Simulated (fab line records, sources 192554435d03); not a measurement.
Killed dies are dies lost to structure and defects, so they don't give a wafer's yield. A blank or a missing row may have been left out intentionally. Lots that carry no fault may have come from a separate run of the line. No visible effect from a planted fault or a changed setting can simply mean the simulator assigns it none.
fab line records | flow n5-finfet
record: lots: 7 | wafers: 39
route steps=1938 shown BEOL_M15@1773
start-h: start of the lot's first displayed wafer, in hours after the record's first day | wait-h: hours elapsed since this lot's preceding step | " the same as in the row above | L1.1+2: a single row standing in for several wafers | - value missing, or start not given | * or withheld: withheld | < > ~ a bound
route shown NAME@n: names a module that has steps shown in the file, with the first one's number in the route | usual: mean/standard deviation of fault-free wafers | same: alike in all rows | chamber/n: place in a boat | sites: each site's reading | _std_site: the standard deviation of these | _edge_site: mean of outer sites minus mean of inner sites | radius-mm: how far each site lies from the wafer's centre | mask NAME#n: copy n | behind: the tool/chamber that last shaped the wafer | hold: reason for holding the lot/hours on hold/outcome of the hold | device: which transistor (n, p or np) failed to switch | end of line: the route-end tests of the same wafers | step lacking rows: just its recipe | killed: dies that structure and defects cost at the first sort, which is not the same as the wafer's yield | map: the dies of a wafer, with x for killed, . for not killed, _ for no die there
set.NAME: the setting the step ran with; set.NAME@STEP: the setting that earlier step ran with | model.NAME: the simulator's own value behind a step, which no gauge read
lots where settings were altered on purpose, with a table for each step and a row for each wafer
== steps ==
step: N5_BEOL_M15_ILD_DEP_00
recipe: material: SiO2 | target-thk-a: 16293 | temp-c: 400 | precursor: TEOS/O2 | pressure-torr: 6.5 | rf-w: 900 | teos-flow-sccm: 161.4 | gas: O2 | flow-sccm: 2650 | time-s: 346.1
lot.wafer | tool     | chamber | start-h | wait-h | set.time-s | model.SiO2_of_BEOL_M15_ILD_DEP_00.thk-nm
L077.1    | pecvd-02 | 0       | 262.40  | 0.0    | 503.1      | 2340
L077.2    | "        | 1       | "       | "      | 346.1      | 1584
L077.3    | "        | 2       | "       | "      | 503.1      | 2356
L077.4    | "        | 0       | "       | "      | 346.1      | 1650
L077.5    | "        | 2       | "       | "      | 346.1      | 1653
L077.6    | "        | 1       | "       | "      | 503.1      | 2359
L078.1    | pecvd-02 | 2       | 274.69  | 0.0    | 346.1      | 1627
L078.2    | "        | 1       | "       | "      | 346.1      | 1626
L078.3    | "        | 0       | "       | "      | 177.5      | 858.6
L078.4    | "        | 1       | "       | "      | 177.5      | 848.2
L078.5    | "        | 2       | "       | "      | 346.1      | 1679
L078.6    | "        | 0       | "       | "      | 177.5      | 885.2
L080.1    | pecvd-04 | 1       | 292.81  | 0.0    | 161.2      | 747.8
L080.2    | "        | 2       | "       | "      | 161.2      | 728.4
L080.3    | "        | 0       | "       | "      | 346.1      | 1603
L080.4    | "        | 2       | "       | "      | 346.1      | 1618
L080.5    | "        | 0       | "       | "      | 161.2      | 763.4
L080.6    | "        | 1       | "       | "      | 346.1      | 1640
L083.1    | pecvd-03 | 0       | 315.45  | 0.0    | 441.9      | 2081
L083.2    | "        | 2       | "       | "      | 346.1      | 1589
L083.3    | "        | 1       | "       | "      | 346.1      | 1615
L083.4+5  | "        | 2,1     | "       | "      | 441.9      | 2077
L083.6    | "        | 0       | "       | "      | 346.1      | 1679
L086.1    | pecvd-02 | 1       | 341.73  | 0.0    | 346.1      | 1601
L086.2+3  | "        | 0,2     | "       | "      | 346.1      | 1622
L090.1+2  | pecvd-03 | 2,1     | 364.66  | 0.0    | 346.1      | 1587
L090.3    | "        | 0       | "       | "      | 346.1      | 1621
L090.4    | "        | 2       | "       | "      | 346.1      | 1618
L090.5    | "        | 0       | "       | "      | 346.1      | 1647
L090.6    | "        | 1       | "       | "      | 346.1      | 1632
L094.1    | pecvd-03 | 2       | 400.04  | 0.0    | 168.7      | 792.6
L094.2    | "        | 1       | "       | "      | 346.1      | 1624
L094.3    | "        | 2       | "       | "      | 168.7      | 825.2
L094.4    | "        | 1       | "       | "      | 346.1      | 1621
L094.5    | "        | 1       | "       | "      | 346.1      | 1665
L094.6    | "        | 2       | "       | "      | 168.7      | 821
step: N5_BEOL_M15_THK_MEAS_01
recipe: reads: SiO2_of_BEOL_M15_ILD_DEP_00
usual: M15_ILD_THK: 1631/22
lot.wafer | tool          | chamber | start-h | wait-h | set.time-s@BEOL_M15_ILD_DEP_00 | M15_ILD_THK[nm]
L077.1    | film-metro-02 | -       | 262.65  | 0.1    | 503.1                          | 2340
L077.2    | "             | -       | "       | "      | 346.1                          | 1586
L077.3    | "             | -       | "       | "      | 503.1                          | 2357
L077.4    | "             | -       | "       | "      | 346.1                          | 1651
L077.5    | "             | -       | "       | "      | 346.1                          | 1653
L077.6    | "             | -       | "       | "      | 503.1                          | 2361
L078.1    | film-metro-01 | -       | 274.94  | 0.1    | 346.1                          | 1627
L078.2    | "             | -       | "       | "      | 346.1                          | 1626
L078.3    | "             | -       | "       | "      | 177.5                          | 859
L078.4    | "             | -       | "       | "      | 177.5                          | 848
L078.5    | "             | -       | "       | "      | 346.1                          | 1679
L078.6    | "             | -       | "       | "      | 177.5                          | 885
L080.1    | film-metro-02 | -       | 293.06  | 0.1    | 161.2                          | 748
L080.2    | "             | -       | "       | "      | 161.2                          | 728
L080.3    | "             | -       | "       | "      | 346.1                          | 1604
L080.4    | "             | -       | "       | "      | 346.1                          | 1617
L080.5    | "             | -       | "       | "      | 161.2                          | 763
L080.6    | "             | -       | "       | "      | 346.1                          | 1640
L083.1    | film-metro-01 | -       | 315.70  | 0.1    | 441.9                          | 2081
L083.2    | "             | -       | "       | "      | 346.1                          | 1588
L083.3    | "             | -       | "       | "      | 346.1                          | 1615
L083.4    | "             | -       | "       | "      | 441.9                          | 2076
L083.5    | "             | -       | "       | "      | 441.9                          | 2077
L083.6    | "             | -       | "       | "      | 346.1                          | 1679
L086.1    | film-metro-01 | -       | 341.98  | 0.1    | 346.1                          | 1603
L086.2    | "             | -       | "       | "      | 346.1                          | 1622
L086.3    | "             | -       | "       | "      | 346.1                          | 1622
L090.1    | film-metro-01 | -       | 364.91  | 0.1    | 346.1                          | 1588
L090.2    | "             | -       | "       | "      | 346.1                          | 1585
L090.3    | "             | -       | "       | "      | 346.1                          | 1622
L090.4    | "             | -       | "       | "      | 346.1                          | 1619
L090.5    | "             | -       | "       | "      | 346.1                          | 1647
L090.6    | "             | -       | "       | "      | 346.1                          | 1633
L094.1    | film-metro-02 | -       | 400.40  | 0.2    | 168.7                          | 793
L094.2    | "             | -       | "       | "      | 346.1                          | 1624
L094.3    | "             | -       | "       | "      | 168.7                          | 825
L094.4    | "             | -       | "       | "      | 346.1                          | 1621
L094.5    | "             | -       | "       | "      | 346.1                          | 1666
L094.6    | "             | -       | "       | "      | 168.7                          | 821
step: N5_BEOL_M15_COAT_58
recipe: resist: BARC | temp-c: 205 | time-s: 60 | spin-rpm: 1500 | resist-thk-nm: 89
step: N5_BEOL_M15_COAT_04
recipe: spin-rpm: 1704 | resist-thk-nm: 800
step: N5_BEOL_M15_DESCUM_15
recipe: chemistry: O2 | time-s: 7.9 | source-power-w: 50 | bias-power-w: 20 | pressure-mtorr: 20 | rf-frequency-hz: 2.712e+07 | temp-c: 40 | o2-flow-sccm: 225
step: N5_BEOL_M15_ETCH_59
recipe: chemistry: N2/H2 | target: BARC | target-depth-a: 890 | overetch-a: 267 | time-s: 67.9 | ion-energy-ev: 200 | pressure-mtorr: 30 | source-w: 840 | bias-w: 150 | n2-flow-sccm: 200 | h2-flow-sccm: 200
step: N5_BEOL_M15_VIA_ETCH_16
recipe: chemistry: C4F8/O2/Ar | target: SiO2 | he-inner-torr: 15 | he-outer-torr: 30 | target-depth-a: 17922 | time-s: withheld | ion-energy-ev: 800 | pressure-mtorr: 20 | source-w: 1905 | bias-w: 2040 | Ar_flow_sccm: 400 | C4F8_flow_sccm: 16 | O2_flow_sccm: 12 | ends: cleared
lot.wafer | tool        | chamber | start-h | wait-h | set.time-s@BEOL_M15_ILD_DEP_00 | model.etch.depth-nm | model.coat_of_BEOL_M15_COAT_04.thk-nm
L077.1    | rie-diel-01 | 2       | 263.26  | 0.0    | *                              | 2340                | 163.8
L077.2    | "           | 3       | "       | "      | *                              | 1584                | 340
L077.3    | "           | 1       | "       | "      | *                              | 2356                | 168
L077.4    | "           | 0       | "       | "      | *                              | 1650                | 324
L077.5    | "           | 0       | "       | "      | *                              | 1653                | 323.8
L077.6    | "           | 1       | "       | "      | *                              | 2359                | 170
L078.1    | rie-diel-03 | 0       | 275.42  | 0.0    | *                              | 1627                | 324.8
L078.2    | "           | 2       | "       | "      | *                              | 1626                | 329.6
L078.3    | "           | 1       | "       | "      | *                              | 858.7               | 507.8
L078.4    | "           | 3       | "       | "      | *                              | 848.2               | 510.6
L078.5    | "           | 2       | "       | "      | *                              | 1679                | 315.4
L078.6    | "           | 3       | "       | "      | *                              | 885.2               | 500.2
L080.1    | rie-diel-03 | 2       | 293.54  | 0.0    | *                              | 747.8               | 537.6
L080.2    | "           | 3       | "       | "      | *                              | 728.4               | 544.6
L080.3    | "           | 0       | "       | "      | *                              | 1603                | 335
L080.4    | "           | 1       | "       | "      | *                              | 1618                | 332.6
L080.5    | "           | 3       | "       | "      | *                              | 763.4               | 534.8
L080.6    | "           | 2       | "       | "      | *                              | 1640                | 328.8
L083.1    | rie-diel-06 | 3       | 316.32  | 0.0    | *                              | 2081                | 223
L083.2    | "           | 2       | "       | "      | *                              | 1589                | 337.8
L083.3    | "           | 0       | "       | "      | *                              | 1615                | 337.4
L083.4    | "           | 2       | "       | "      | *                              | 2077                | 219.6
L083.5    | "           | 0       | "       | "      | *                              | 2077                | 226.8
L083.6    | "           | 3       | "       | "      | *                              | 1679                | 317.4
L086.1    | rie-diel-01 | 1       | 342.65  | 0.0    | *                              | 1601                | 350.4
L086.2    | "           | 2       | "       | "      | *                              | 1622                | 338.8
L086.3    | "           | 3       | "       | "      | *                              | 1622                | 333
L090.1    | rie-diel-06 | 0       | 366.81  | 0.0    | *                              | 1587                | 342.2
L090.2    | "           | 1       | "       | "      | *                              | 1587                | 336.6
L090.3    | "           | 2       | "       | "      | *                              | 1621                | 328.4
L090.4    | "           | 3       | "       | "      | *                              | 1618                | 331.4
L090.5    | "           | 1       | "       | "      | *                              | 1647                | 324.6
L090.6    | "           | 2       | "       | "      | *                              | 1632                | 323.2
L094.1    | rie-diel-01 | 3       | 401.00  | 0.0    | *                              | 792.5               | 533.2
L094.2    | "           | 2       | "       | "      | *                              | 1624                | 338
L094.3    | "           | 0       | "       | "      | *                              | 825.2               | 524
L094.4    | "           | 1       | "       | "      | *                              | 1621                | 340.2
L094.5    | "           | 3       | "       | "      | *                              | 1665                | 324.8
L094.6    | "           | 2       | "       | "      | *                              | 820.9               | 528.4
step: N5_BEOL_M15_STRIP_63
recipe: chemistry: O2 | power-w: 600 | temp-c: 60 | pressure-mtorr: 30 | rf-frequency-hz: 6e+07 | bias-power-w: 0 | overash-fraction: 0.3 | o2-flow-sccm: 225
step: N5_BEOL_M15_STRIP_64
recipe: chemistry: O2 | power-w: 600 | temp-c: 60 | pressure-mtorr: 30 | rf-frequency-hz: 6e+07 | bias-power-w: 0 | overash-fraction: 0.3 | o2-flow-sccm: 225
step: N5_BEOL_M15_STRIP_65
recipe: chemistry: post-etch-residue-remover | time-s: 60 | temp-c: 25 | remover-ph: withheld | remover-water-wt-pct: withheld | remover-fluoride-wt-pct: withheld
step: N5_BEOL_M15_SRD_66
recipe: time-s: 30 | temp-c: 23 | rinse-liquid: diw | dry: n2-spin | spin-rpm: 1500 | dry-time-s: 30
step: N5_BEOL_M15_CD_MEAS_17
recipe: target-cd-nm: 360 | polarity: opening
usual: cd-nm: 361.1/1.9
lot.wafer | tool      | chamber | start-h | wait-h | set.time-s@BEOL_M15_ILD_DEP_00 | cd-nm
L077.1    | cd-sem-03 | -       | 263.67  | 0.0    | 503.1                          | 369.1
L077.2    | "         | -       | "       | "      | 346.1                          | 359.3
L077.3    | "         | -       | "       | "      | 503.1                          | 368.6
L077.4    | "         | -       | "       | "      | 346.1                          | 359.7
L077.5    | "         | -       | "       | "      | 346.1                          | 362.3
L077.6    | "         | -       | "       | "      | 503.1                          | 368.5
L078.1    | cd-sem-01 | -       | 275.83  | 0.0    | 346.1                          | 361.5
L078.2    | "         | -       | "       | "      | 346.1                          | 360.7
L078.3    | "         | -       | "       | "      | 177.5                          | 352.2
L078.4    | "         | -       | "       | "      | 177.5                          | 352.6
L078.5    | "         | -       | "       | "      | 346.1                          | 364.6
L078.6    | "         | -       | "       | "      | 177.5                          | 355.0
L080.1    | cd-sem-01 | -       | 293.95  | 0.0    | 161.2                          | 356.5
L080.2    | "         | -       | "       | "      | 161.2                          | 354.1
L080.3    | "         | -       | "       | "      | 346.1                          | 361.9
L080.4    | "         | -       | "       | "      | 346.1                          | 363.0
L080.5    | "         | -       | "       | "      | 161.2                          | 352.3
L080.6    | "         | -       | "       | "      | 346.1                          | 361.9
L083.1    | cd-sem-01 | -       | 316.73  | 0.0    | 441.9                          | 366.6
L083.2    | "         | -       | "       | "      | 346.1                          | 363.8
L083.3    | "         | -       | "       | "      | 346.1                          | 362.7
L083.4    | "         | -       | "       | "      | 441.9                          | 367.7
L083.5    | "         | -       | "       | "      | 441.9                          | 363.6
L083.6    | "         | -       | "       | "      | 346.1                          | 362.4
L086.1    | cd-sem-01 | -       | 343.06  | 0.0    | 346.1                          | 360.7
L086.2    | "         | -       | "       | "      | 346.1                          | 363.2
L086.3    | "         | -       | "       | "      | 346.1                          | 359.6
L090.1    | cd-sem-03 | -       | 367.22  | 0.0    | 346.1                          | 358.2
L090.2    | "         | -       | "       | "      | 346.1                          | 361.9
L090.3    | "         | -       | "       | "      | 346.1                          | 360.0
L090.4    | "         | -       | "       | "      | 346.1                          | 361.4
L090.5    | "         | -       | "       | "      | 346.1                          | 361.5
L090.6    | "         | -       | "       | "      | 346.1                          | 360.4
L094.1    | cd-sem-01 | -       | 401.41  | 0.0    | 168.7                          | 350.5
L094.2    | "         | -       | "       | "      | 346.1                          | 359.2
L094.3    | "         | -       | "       | "      | 168.7                          | 348.6
L094.4    | "         | -       | "       | "      | 346.1                          | 357.9
L094.5    | "         | -       | "       | "      | 346.1                          | 359.4
L094.6    | "         | -       | "       | "      | 168.7                          | 353.0
== key ==
split: step: N5_BEOL_M15_ILD_DEP_00 | setting: time-s | stated: 346.1 | by: wafer
response: step: N5_BEOL_M15_ILD_DEP_00 | reading: model.SiO2_of_BEOL_M15_ILD_DEP_00.thk-nm | change: +16.1 | per: 1% | r: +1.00
response: step: N5_BEOL_M15_THK_MEAS_01 | reading: M15_ILD_THK | change: +16.1 | per: 1% | r: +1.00
response: step: N5_BEOL_M15_VIA_ETCH_16 | reading: model.etch.depth-nm | change: +16.1 | per: 1% | r: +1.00
response: step: N5_BEOL_M15_VIA_ETCH_16 | reading: model.coat_of_BEOL_M15_COAT_04.thk-nm | change: -3.77 | per: 1% | r: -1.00
response: step: N5_BEOL_M15_CD_MEAS_17 | reading: cd-nm | change: +0.163 | per: 1% | r: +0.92
